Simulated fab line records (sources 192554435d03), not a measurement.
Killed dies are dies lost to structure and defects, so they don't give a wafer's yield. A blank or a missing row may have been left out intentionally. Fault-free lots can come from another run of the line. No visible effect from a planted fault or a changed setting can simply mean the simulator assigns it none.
Lot-split experiment | flow n5 finfet | 21 wafers read across 7 lots, on a route 1938 steps long

ON THE SPLIT
At N5_BEOL_M6_ETCH_41 (etches SiCN in CH3F/O2, target depth 29.7 nm, time 52 s), the setting time s was moved away from the recipe's 52 s on 4 of the 21 wafers read, by -21.2% to +14.9%. For the rest of the wafers, this setting stayed at what the recipe calls for.

Reading taken at the split's own step.

THE READING
etch.depth nm (the simulator's own value, which no gauge read), in nm, at N5_BEOL_M6_ETCH_41 (etches SiCN in CH3F/O2, target depth 29.7 nm, time 52 s). The file does not state a usual value for it. Average 19.66 nm, standard deviation 0.14 nm, over the 17 wafers here run with the recipe.

wafer  | tool, chamber at the split | time s as run, s | against the recipe | etch.depth nm, nm | against lot-mates on the recipe
L078.1 | rie diel-03, 1             | 46.05            | -11.4%             | 16.98             | -2.65
L078.3 | rie diel-03, 3             | 52               | recipe             | 19.83             | -
L078.6 | rie diel-03, 1             | 52               | recipe             | 19.43             | -
L083.1 | rie diel-02, 3             | 52               | recipe             | 19.82             | -
L083.2 | rie diel-02, 1             | 52               | recipe             | 19.56             | -
L083.6 | rie diel-02, 3             | 52               | recipe             | 19.8              | -
L088.4 | rie diel-05, 0             | 52               | recipe             | 19.85             | -
L088.5 | rie diel-05, 0             | 52               | recipe             | 19.77             | -
L088.6 | rie diel-05, 1             | 52               | recipe             | 19.84             | -
L089.1 | rie diel-05, 0             | 52               | recipe             | 19.59             | -
L089.3 | rie diel-05, 2             | 59.74            | +14.9%             | 22.84             | +3.29
L089.5 | rie diel-05, 1             | 52               | recipe             | 19.52             | -
L093.1 | rie diel-02, 3             | 40.98            | -21.2%             | 15.66             | -3.80
L093.3 | rie diel-02, 1             | 52               | recipe             | 19.46             | -
L093.6 | rie diel-02, 3             | 40.98            | -21.2%             | 15.68             | -3.78
L094.1 | rie diel-02, 2             | 52               | recipe             | 19.81             | -
L094.2 | rie diel-02, 1             | 52               | recipe             | 19.56             | -
L094.5 | rie diel-02, 1             | 52               | recipe             | 19.56             | -
L096.1 | rie diel-03, 2             | 52               | recipe             | 19.68             | -
L096.2 | rie diel-03, 3             | 52               | recipe             | 19.61             | -
L096.5 | rie diel-03, 3             | 52               | recipe             | 19.57             | -

THE FIT
A straight line over all 21 wafers: etch.depth nm changes by +0.198 nm for each +1% of time s; r = +0.99; the points scatter about the line by 0.18 nm.
The same after taking each lot's own level away (the mean of its wafers on the recipe; 21 wafers): +0.193 nm for each +1%; r = +0.99; scatter 0.19 nm.
That fit puts the effect of the largest move of time s on the reading at 4.1 nm.
The lots' own levels span 19.460 to 19.820 nm, that is 2.6 times the standard deviation above.
Consequently the slope shifts little with the lot-to-lot level, the two slopes agreeing.
Check: with one of the wafers moved furthest among these (-21.2%) left out of the fit, the line predicts -4.2 nm for it against its lot-mates. It came out at -3.8 nm against them.

ADDITIONAL SPLITS CARRIED BY THESE WAFERS
These wafers also went through other splits before the reading. Each is held against what the fit with the lots' levels taken away leaves over:
other split on the same wafers | wafers away from the commonest value | r with etch.depth nm (lot level and that fit taken away)
N5_BEOL_M5_ETCH_72 source w    | 6                                    | -0.05
N5_BEOL_M5_SPUTTER_48 time s   | 8                                    | +0.12

THE FILE'S OWN FIT
etch.depth nm changes by +0.199 nm for each +1% of time s, r = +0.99.
